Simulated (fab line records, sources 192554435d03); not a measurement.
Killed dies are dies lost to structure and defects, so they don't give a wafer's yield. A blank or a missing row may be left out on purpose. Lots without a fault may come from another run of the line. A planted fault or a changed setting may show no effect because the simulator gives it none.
fab line records | flow n5_finfet | part 1 of 2: steps 1 to 23 of 24
record lots=6 wafers=18 last_day=17
route steps=1938 shown BEOL_M6@1209 PASSIVATION@1936
lots that met no fault: from a run of the same line without faults
start_h: hours from the record's first day to the start of the lot's first wafer shown | wait_h: hours since the lot's step before | " the same as in the row above | L1.1+2: a row that stands for several wafers | - no value, or no start given | * or withheld: withheld | < > ~ a bound
route shown NAME@n: a module of which the file shows steps, and the number in the route of the first | usual: mean/standard deviation of fault-free wafers | same: alike in all rows | chamber/n: place in a boat | sites: the reading at each site | _std_site: their standard deviation | _edge_site: outer sites' mean less inner sites' | radius_mm: how far each site lies from the wafer's centre | mask NAME#n: copy n | behind: the tool/chamber that last shaped the wafer | hold: why the lot was held/for how many hours/how that ended | device: the transistor (n, p or np) that didn't switch | end of line: the same wafers' tests at the end of the route | a step without rows: its recipe alone | killed: dies lost to structure and defects at the first sort, not the wafer's yield | map: a wafer's dies, x killed, . not, _ none there
set.NAME: the setting as run; set.NAME@STEP: as run at that earlier step | model.NAME: the simulator's own value behind a step, which no gauge read
lots at some steps of the route; a table a step, a row a wafer
services: from which hour (start_h, from the record's first day; less than 0 if before it) a tool's chamber was out of use, for how many hours, and why
## steps
# step N5_BEOL_M6_INSPECT_13
# recipe mode=adi inspect_instrument=brightfield
# usual raw_defect_count=394/83
# columns lot.wafer tool chamber start_h wait_h raw_defect_count
L949.1 defect_inspect-02 - 177.88 0.0 421
L949.2 " - " " 482
L949.5 " - " " 410
L951.4 defect_inspect-02 - 196.37 0.0 554
L951.5 " - " " 690
L951.6 " - " " 483
L960.1 defect_inspect-01 - 255.74 0.0 435
L960.3 " - " " 431
L960.6 " - " " 341
L961.2 defect_inspect-01 - 277.43 0.0 431
L961.3 " - " " 322
L961.6 " - " " 339
L963.2 defect_inspect-01 - 282.66 0.0 339
L963.3 " - " " 380
L963.5 " - " " 356
L970.1 defect_inspect-01 - 320.31 0.0 273
L970.2 " - " " 269
L970.5 " - " " 347
# step N5_BEOL_M6_DESCUM_16
# recipe chemistry=O2 time_s=7.9 source_power_w=50 bias_power_w=20 pressure_mtorr=20 rf_frequency_hz=2.712e+07 temp_c=40 resist=CAR-ArF o2_flow_sccm=225
# step N5_BEOL_M6_ETCH_61
# recipe chemistry=CF4 target=SiARC target_depth_a=455 mask_material=CAR-ArF time_s=75.8 ion_energy_ev=80 pressure_mtorr=40 source_w=545 bias_w=36 Ar_flow_sccm=100 cf4_flow_sccm=100 ends=cleared
# usual drypump_motor_current_A=5.6/0.47 etch_rf_on_time_s=76.5/2.1 oes_product_au=0.69/0.069 rf_vpp_V=184.0/1.1 showerhead_plenum_p_Torr=2.14/0.065 throttle_valve_pct=15.40/0.27
# columns lot.wafer tool chamber start_h wait_h drypump_motor_current_A etch_rf_on_time_s oes_product_au rf_hours_counter_h rf_vpp_V showerhead_plenum_p_Torr throttle_valve_pct
L949.1 rie_diel-05 2 178.30 0.0 5.6 78.4 0.68 107 185.5 2.16 15.50
L949.2 " 3 " " 5.4 78.0 0.58 242 182.2 2.11 15.62
L949.5 " 0 " " 5.3 80.3 0.67 - 184.3 2.07 15.27
L951.4 rie_diel-05 0 197.14 0.0 5.3 79.7 0.67 109 183.3 2.07 15.27
L951.5 " 0 " " 5.3 79.1 0.67 - 183.5 2.07 15.29
L951.6 " 1 " " 4.9 75.2 0.78 - 186.6 2.11 15.04
L960.1 rie_diel-02 0 255.81 0.0 5.7 73.9 0.69 99 184.1 2.08 15.33
L960.3 " 2 " " 5.3 77.9 0.71 66 185.9 2.25 15.16
L960.6 " 1 " " 6.0 76.9 0.59 - 183.6 2.18 15.76
L961.2 rie_diel-05 3 277.88 0.0 5.4 77.8 0.76 22 184.1 2.10 15.20
L961.3 " 1 " " 4.9 75.9 0.72 57 184.6 2.09 15.12
L961.6 " 0 " " 5.3 79.4 0.64 - 181.8 2.06 15.34
L963.2 rie_diel-06 1 282.73 0.0 5.1 72.1 0.78 15 182.6 2.10 15.24
L963.3 " 0 " " 5.0 74.5 0.73 85 185.3 2.25 15.32
L963.5 " 1 " " 5.1 72.0 0.78 - 183.2 2.10 15.23
L970.1 rie_diel-06 3 320.38 0.0 6.6 74.9 0.86 1 184.6 2.19 15.45
L970.2 " 2 " " 6.5 73.1 0.82 8 185.5 2.29 15.83
L970.5 " 3 " " 6.6 75.0 0.86 - 186.4 2.19 15.44
# step N5_BEOL_M6_ETCH_62
# recipe chemistry=N2/H2 target=SOC target_depth_a=1100 overetch_a=220 mask_material=SiARC temp_c=40 time_s=165 ion_energy_ev=200 pressure_mtorr=30 source_w=840 bias_w=150 n2_flow_sccm=200 h2_flow_sccm=200
# usual drypump_motor_current_A=5.6/0.47 oes_product_au=0.69/0.065 rf_vpp_V=523.8/2.4 showerhead_plenum_p_Torr=2.54/0.083 throttle_valve_pct=17.59/0.28
# columns lot.wafer tool chamber start_h wait_h drypump_motor_current_A oes_product_au rf_hours_counter_h rf_vpp_V showerhead_plenum_p_Torr throttle_valve_pct
L949.1 rie_diel-05 2 178.35 0.0 5.6 0.68 107 523.2 2.56 17.69
L949.2 " 3 " " 5.4 0.59 242 521.4 2.51 17.87
L949.5 " 0 " " 5.2 0.69 - 522.7 2.46 17.64
L951.4 rie_diel-05 0 197.20 0.0 5.3 0.68 109 522.8 2.46 17.63
L951.5 " 0 " " 5.3 0.68 - 522.3 2.46 17.62
L951.6 " 1 " " 4.9 0.78 - 524.2 2.49 17.10
L960.1 rie_diel-02 0 255.87 0.0 5.7 0.67 99 522.4 2.45 17.39
L960.3 " 2 " " 5.3 0.72 66 527.5 2.68 17.30
L960.6 " 1 " " 6.0 0.59 - 526.3 2.61 18.01
L961.2 rie_diel-05 3 277.93 0.0 5.4 0.77 22 521.6 2.50 17.50
L961.3 " 1 " " 4.9 0.72 57 521.0 2.47 17.19
L961.6 " 0 " " 5.3 0.65 - 520.1 2.44 17.69
L963.2 rie_diel-06 1 282.79 0.0 5.1 0.76 15 522.8 2.49 17.40
L963.3 " 0 " " 5.0 0.71 85 528.4 2.69 17.48
L963.5 " 1 " " 5.1 0.76 - 522.3 2.49 17.40
L970.1 rie_diel-06 3 320.44 0.0 6.6 0.85 1 527.7 2.58 17.53
L970.2 " 2 " " 6.4 0.80 8 529.0 2.70 17.99
L970.5 " 3 " " 6.7 0.86 - 525.2 2.58 17.53
# step N5_BEOL_M6_STRIP_68
# recipe chemistry=N2/H2 temp_c=40 n2_flow_sccm=200 h2_flow_sccm=200 rf_frequency_hz=6e+07
# step N5_BEOL_M6_STRIP_67
# recipe chemistry=CF4 resist=SiARC power_w=300 bias_power_w=75 pressure_mtorr=50 cf4_flow_sccm=150 rf_frequency_hz=6e+07
# usual drypump_motor_current_A=5.6/0.47 oes_product_au=0.81/0.076 rf_vpp_V=271.1/1.5 showerhead_plenum_p_Torr=1.79/0.061 throttle_valve_pct=13.38/0.27
# columns lot.wafer tool chamber start_h wait_h drypump_motor_current_A oes_product_au rf_hours_counter_h rf_vpp_V showerhead_plenum_p_Torr throttle_valve_pct
L949.1 rie_diel-05 2 178.50 0.0 5.6 0.80 107 270.5 1.80 13.43
L949.2 " 3 " " 5.4 0.69 242 270.3 1.76 13.63
L949.5 " 0 " " 5.2 0.81 - 269.8 1.72 13.16
L951.4 rie_diel-05 0 197.34 0.0 5.2 0.80 109 268.5 1.72 13.19
L951.5 " 0 " " 5.2 0.80 - 269.1 1.72 13.19
L951.6 " 1 " " 4.9 0.91 - 271.2 1.78 13.07
L960.1 rie_diel-02 0 256.01 0.0 5.7 0.79 99 270.6 1.74 13.30
L960.3 " 2 " " 5.3 0.86 66 271.7 1.91 13.20
L960.6 " 1 " " 6.0 0.70 - 272.4 1.83 13.78
L961.2 rie_diel-05 3 278.08 0.0 5.4 0.90 22 271.9 1.76 13.13
L961.3 " 1 " " 4.8 0.85 57 270.4 1.77 13.14
L961.6 " 0 " " 5.2 0.77 - 270.1 1.71 13.28
L963.2 rie_diel-06 1 282.93 0.0 5.1 0.89 15 271.0 1.77 13.22
L963.3 " 0 " " 4.9 0.84 85 275.1 1.89 13.32
L963.5 " 1 " " 5.1 0.89 - 270.5 1.77 13.24
L970.1 rie_diel-06 3 320.58 0.0 6.6 1.01 1 272.1 1.85 13.45
L970.2 " 2 " " 6.4 0.95 8 272.7 1.91 13.70
L970.5 " 3 " " 6.7 1.00 - 273.3 1.85 13.44
# step N5_BEOL_M6_HM_OPEN_17
# recipe chemistry=Cl2/BCl3 target_depth_a=200 overetch_a=60 target=TiN mask_material=SOC ion_energy_ev=150 pressure_mtorr=10 icp_w=1000 bias_w=126 Cl2_flow_sccm=53.25 bcl3_flow_sccm=21.75 Ar_flow_sccm=25
# step N5_BEOL_M6_STRIP_19
# recipe chemistry=O2 power_w=400 temp_c=40 pressure_mtorr=30 rf_frequency_hz=6e+07 bias_power_w=0 overash_fraction=0.2 o2_flow_sccm=225
# usual drypump_motor_current_A=5.6/0.49 oes_product_au=0.81/0.08 rf_vpp_V=3.7/0.63 showerhead_plenum_p_Torr=2.10/0.075 throttle_valve_pct=16.49/0.28
# same overash_fraction=0.2
# columns lot.wafer tool chamber start_h wait_h drypump_motor_current_A oes_product_au rf_hours_counter_h rf_vpp_V showerhead_plenum_p_Torr throttle_valve_pct
L949.1 rie_diel-06 3 178.65 0.1 6.6 0.70 216 3.6 2.19 17.08
L949.2 " 1 " " 5.1 0.66 254 2.8 2.06 16.70
L949.5 " 3 " " 6.6 0.70 - 3.7 2.19 17.07
L951.4 rie_diel-05 2 197.59 0.2 5.6 0.78 114 3.9 2.11 16.57
L951.5 " 1 " " 4.8 0.92 - 3.2 2.06 16.07
L951.6 " 2 " " 5.6 0.80 - 4.7 2.11 16.58
L960.1 rie_diel-05 1 256.26 0.2 4.8 0.87 48 3.0 2.05 16.11
L960.3 " 3 " " 5.4 0.93 15 2.9 2.07 16.30
L960.6 " 0 " " 5.3 0.78 - 3.9 2.02 16.45
L961.2 rie_diel-05 3 278.23 0.1 5.4 0.91 23 3.8 2.07 16.35
L961.3 " 1 " " 4.9 0.84 58 4.0 2.05 16.13
L961.6 " 1 " " 4.9 0.85 - 3.5 2.05 16.13
L963.2 rie_diel-05 2 283.08 0.1 5.7 0.74 151 3.8 2.10 16.65
L963.3 " 0 " " 5.2 0.77 147 4.6 2.01 16.44
L963.5 " 3 " " 5.4 0.90 - 3.6 2.07 16.31
L970.1 rie_diel-06 1 320.81 0.2 5.1 0.87 32 3.5 2.04 16.31
L970.2 " 3 " " 6.7 1.02 2 3.9 2.18 16.66
L970.5 " 3 " " 6.6 1.03 - 3.7 2.18 16.66
# step N5_BEOL_M6_CD_MEAS_18
# recipe pitch_nm=80 target_cd_nm=40
# usual cd_nm=40.1/0.62
# columns lot.wafer tool chamber start_h wait_h cd_nm
L949.1 cd_sem-03 - 178.72 0.0 38.8
L949.2 " - " " 40.5
L949.5 " - " " 39.7
L951.4 cd_sem-01 - 197.67 0.1 40.1
L951.5 " - " " 40.3
L951.6 " - " " 39.6
L960.1 cd_sem-01 - 256.33 0.0 40.1
L960.3 " - " " 39.9
L960.6 " - " " 39.9
L961.2 cd_sem-03 - 278.30 0.1 40.8
L961.3 " - " " 40.9
L961.6 " - " " 39.7
L963.2 cd_sem-02 - 283.16 0.1 39.9
L963.3 " - " " 41.5
L963.5 " - " " 40.4
L970.1 cd_sem-02 - 320.88 0.0 40.0
L970.2 " - " " 39.4
L970.5 " - " " 39.3
# step N5_BEOL_M6_COAT_63
# recipe resist=SOC temp_c=250 time_s=60 spin_rpm=1500 resist_thk_nm=60
# step N5_BEOL_M6_COAT_64
# recipe resist=SiARC temp_c=220 time_s=60 spin_rpm=1500 resist_thk_nm=12
# step N5_BEOL_M6_COAT_71
# recipe resist=underlayer temp_c=205 time_s=60 spin_rpm=1500 resist_thk_nm=5
# step N5_BEOL_M6_COAT_22
# recipe resist=CAR-EUV spin_rpm=1500 resist_thk_nm=30
# usual spin_speed_rpm=1499.8/1.1
# columns lot.wafer tool chamber start_h wait_h spin_speed_rpm model.CAR-EUV_of_BEOL_M6_COAT_22.thk_nm
L949.1 litho_track-03 0 180.89 - 1500.5 30
L949.2 " 0 " " 1498.7 30
L949.5 " 0 " " 1501.2 30
L951.4 litho_track-05 0 197.71 - 1499.2 30
L951.5 " 0 " " 1498.7 30
L951.6 " 0 " " 1500.3 30
L960.1 litho_track-05 0 257.52 - 1439.2 30.6
L960.3 " 0 " " 1439.6 30.6
L960.6 " 0 " " 1440.5 30.6
L961.2 litho_track-05 0 279.76 - 1439.1 30.6
L961.3 " 0 " " 1439.3 30.6
L961.6 " 0 " " 1440.6 30.6
L963.2 litho_track-01 0 283.65 - 1500.4 30
L963.3 " 0 " " 1500.1 30
L963.5 " 0 " " 1500.5 29.8
L970.1 litho_track-03 0 322.39 - 1497.2 30
L970.2 " 0 " " 1499.7 30.2
L970.5 " 0 " " 1501.0 30
# step N5_BEOL_M6_EBR_24
# recipe solvent=PGMEA ebr_width_mm=1.5
# step N5_BEOL_M6_SOFTBAKE_23
# recipe temp_c=110 time_s=60 resist=CAR-EUV
# step N5_BEOL_M6_EXPOSE_25
# recipe mask_id=V5 na=0.33 source_shape=annular sigma_inner=0.4 sigma_outer=0.8 polarization=unpolarized target_cd_nm=40 dose_mj=45
# step N5_BEOL_M6_PEB_26
# recipe peb_temp_c=100 peb_time_s=60 resist=CAR-EUV
# step N5_BEOL_M6_DEVELOP_27
# recipe develop_time_s=30 developer=TMAH resist=CAR-EUV rinse_liquid=surfactant_rinse dry=air_spin dev_temp_c=23
# step N5_BEOL_M6_CD_MEAS_28
# recipe target_cd_nm=40 landing_energy_ev=500 detector=se_inlens
# usual cd_nm=40.01/0.23
# columns lot.wafer tool chamber start_h wait_h cd_nm
L949.1 cd_sem-02 0 181.15 - 39.93
L949.2 " 0 " " 40.22
L949.5 " 0 " " 40.12
L951.4 cd_sem-01 0 197.97 - 39.83
L951.5 " 0 " " 40.10
L951.6 " 0 " " 39.89
L960.1 cd_sem-01 0 257.82 - 40.04
L960.3 " 0 " " 40.01
L960.6 " 0 " " 40.25
L961.2 cd_sem-01 0 280.03 - 40.33
L961.3 " 0 " " 40.11
L961.6 " 0 " " 39.83
L963.2 cd_sem-02 0 284.04 - 39.79
L963.3 " 0 " " 40.05
L963.5 " 0 " " 40.13
L970.1 cd_sem-03 0 322.65 - 40.22
L970.2 " 0 " " 39.87
L970.5 " 0 " " 40.05
# step N5_BEOL_M6_OVL_MEAS_29
# recipe points_per_wafer=522
# usual V5_OVL=0.0/0.7
# columns lot.wafer tool chamber start_h wait_h V5_OVL[nm]
L949.1 overlay-02 0 181.18 0.0 -0.2
L949.2 " 0 " " -0.8
L949.5 " 0 " " 0.2
L951.4 overlay-01 0 198.02 0.0 1.0
L951.5 " 0 " " 1.5
L951.6 " 0 " " 0.4
L960.1 overlay-02 0 257.85 0.0 -0.2
L960.3 " 0 " " 0.3
L960.6 " 0 " " 0.6
L961.2 overlay-01 0 280.06 0.0 -0.1
L961.3 " 0 " " -0.4
L961.6 " 0 " " 0.5
L963.2 overlay-01 0 284.07 0.0 0.5
L963.3 " 0 " " 1.2
L963.5 " 0 " " 0.4
L970.1 overlay-01 0 322.68 0.0 0.0
L970.2 " 0 " " -0.5
L970.5 " 0 " " 0.3
# step N5_BEOL_M6_INSPECT_30
# recipe mode=adi inspect_instrument=brightfield
# usual raw_defect_count=392/78
# columns lot.wafer tool chamber start_h wait_h raw_defect_count
L949.1 defect_inspect-02 - 181.24 0.1 416
L949.2 " - " " 502
L949.5 " - " " 404
L951.4 defect_inspect-01 - 198.06 0.0 501
L951.5 " - " " 603
L951.6 " - " " 423
L960.1 defect_inspect-01 - 257.91 0.1 434
L960.3 " - " " 464
L960.6 " - " " 372
L961.2 defect_inspect-01 - 280.12 0.0 408
L961.3 " - " " 318
L961.6 " - " " 315
L963.2 defect_inspect-01 - 284.12 0.0 335
L963.3 " - " " 374
L963.5 " - " " 350
L970.1 defect_inspect-01 - 322.74 0.1 280
L970.2 " - " " 274
L970.5 " - " " 342
# step N5_BEOL_M6_DESCUM_33
# recipe chemistry=O2 time_s=7 source_power_w=50 bias_power_w=20 pressure_mtorr=20 rf_frequency_hz=2.712e+07 temp_c=40 resist=CAR-EUV o2_flow_sccm=225
# usual drypump_motor_current_A=5.6/0.49 oes_product_au=0.82/0.081 rf_vpp_V=243.5/1.4 showerhead_plenum_p_Torr=2.12/0.079 throttle_valve_pct=20.25/0.27
# columns lot.wafer tool chamber start_h wait_h drypump_motor_current_A oes_product_au rf_hours_counter_h rf_vpp_V showerhead_plenum_p_Torr throttle_valve_pct model.CAR-EUV_of_BEOL_M6_COAT_22.thk_nm
L949.1 rie_diel-06 0 181.41 0.2 5.0 0.89 54 243.5 2.22 20.09 26
L949.2 " 1 " " 5.1 0.66 255 243.2 2.05 20.37 26
L949.5 " 0 " " 5.0 0.88 - 244.7 2.22 20.10 26
L951.4 rie_diel-02 0 198.95 0.9 5.7 0.83 73 242.9 2.04 20.09 26
L951.5 " 2 " " 5.3 0.87 - 245.4 2.24 20.09 26.2
L951.6 " 3 " " 5.8 0.79 - 244.5 2.10 20.12 26
L960.1 rie_diel-02 1 257.94 0.0 6.0 0.68 246 243.3 2.15 20.58 26.8
L960.3 " 3 " " 5.8 0.76 141 244.6 2.09 20.18 26.6
L960.6 " 2 " " 5.4 0.83 - 245.4 2.24 20.11 26.8
L961.2 rie_diel-05 2 280.15 0.0 5.6 0.75 151 241.6 2.09 20.38 26.6
L961.3 " 3 " " 5.4 0.90 23 242.9 2.06 20.14 26.6
L961.6 " 0 " " 5.3 0.76 - 241.9 2.01 20.20 26.8
L963.2 rie_diel-02 3 284.16 0.0 5.8 0.77 151 244.2 2.08 20.20 26
L963.3 " 2 " " 5.3 0.83 76 244.3 2.23 20.15 26
L963.5 " 2 " " 5.3 0.84 - 243.9 2.23 20.13 26
L970.1 rie_diel-06 0 322.78 0.0 5.0 0.83 102 245.3 2.20 20.16 26
L970.2 " 1 " " 5.1 0.87 33 242.2 2.04 20.09 26.2
L970.5 " 2 " " 6.5 0.95 - 246.2 2.25 20.85 26
# step N5_BEOL_M6_ETCH_72
# recipe chemistry=N2/H2 target=underlayer target_depth_a=65 mask_material=CAR-EUV time_s=5.2 ion_energy_ev=200 pressure_mtorr=30 source_w=840 bias_w=150 n2_flow_sccm=200 h2_flow_sccm=200 ends=cleared
# usual drypump_motor_current_A=5.6/0.5 etch_rf_on_time_s=5.22/0.13 oes_product_au=0.70/0.07 rf_vpp_V=524.3/2.5 showerhead_plenum_p_Torr=2.56/0.086 throttle_valve_pct=17.61/0.26
# columns lot.wafer tool chamber start_h wait_h drypump_motor_current_A etch_rf_on_time_s oes_product_au rf_hours_counter_h rf_vpp_V showerhead_plenum_p_Torr throttle_valve_pct
L949.1 rie_diel-06 0 181.44 0.0 5.0 5.07 0.76 54 526.4 2.70 17.46
L949.2 " 1 " " 5.1 5.13 0.57 255 523.1 2.50 17.82
L949.5 " 0 " " 5.0 5.14 0.77 - 527.0 2.70 17.48
L951.4 rie_diel-02 0 198.99 0.0 5.7 5.00 0.73 73 521.5 2.47 17.37
L951.5 " 2 " " 5.3 5.27 0.74 - 527.3 2.69 17.29
L951.6 " 3 " " 5.8 5.18 0.67 - 526.6 2.56 17.68
L960.1 rie_diel-02 1 257.98 0.0 6.0 5.23 0.60 246 524.4 2.61 18.07
L960.3 " 3 " " 5.8 5.24 0.65 141 525.1 2.55 17.74
L960.6 " 2 " " 5.4 5.34 0.71 - 527.3 2.68 17.31
L961.2 rie_diel-05 2 280.18 0.0 5.6 5.44 0.64 151 524.6 2.54 17.78
L961.3 " 3 " " 5.4 5.37 0.75 23 522.0 2.50 17.51
L961.6 " 0 " " 5.3 5.47 0.63 - 520.3 2.44 17.73
L963.2 rie_diel-02 3 284.19 0.0 5.8 5.26 0.64 151 525.6 2.55 17.78
L963.3 " 2 " " 5.3 5.22 0.71 76 524.3 2.68 17.36
L963.5 " 2 " " 5.4 5.27 0.70 - 528.2 2.68 17.35
L970.1 rie_diel-06 0 322.81 0.0 5.0 5.20 0.71 102 529.0 2.68 17.53
L970.2 " 1 " " 5.1 5.02 0.75 33 523.6 2.48 17.48
L970.5 " 2 " " 6.4 5.03 0.81 - 525.8 2.70 18.00
## key
first_sign step=N5_BEOL_M6_COAT_22 reading=spin_speed_rpm direction=down sigmas=57 usual=* struck=*
effect none on later readings
model_effect step=N5_BEOL_M6_COAT_22 value=CAR-EUV_of_BEOL_M6_COAT_22.thk_nm without=30 struck=30.6
model_effect step=N5_BEOL_M6_DESCUM_33 value=CAR-EUV_of_BEOL_M6_COAT_22.thk_nm without=26.07 struck=26.7
met_at N5_BEOL_M6_COAT_22
struck_wafers L960.1,L960.3,L960.6,L961.2,L961.3,L961.6
onset_between 197.71 257.52
earlier_fault kind=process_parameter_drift tool=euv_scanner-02 chamber=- onset_h=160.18 steps=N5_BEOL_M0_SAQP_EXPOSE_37 channel=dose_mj offset=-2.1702 shape=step acts_in=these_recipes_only stated=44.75
fault kind=process_parameter_drift tool=litho_track-05 chamber=- onset_h=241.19 steps=N5_BEOL_M6_COAT_22 channel=spin_rpm offset=* shape=step acts_in=* stated=*
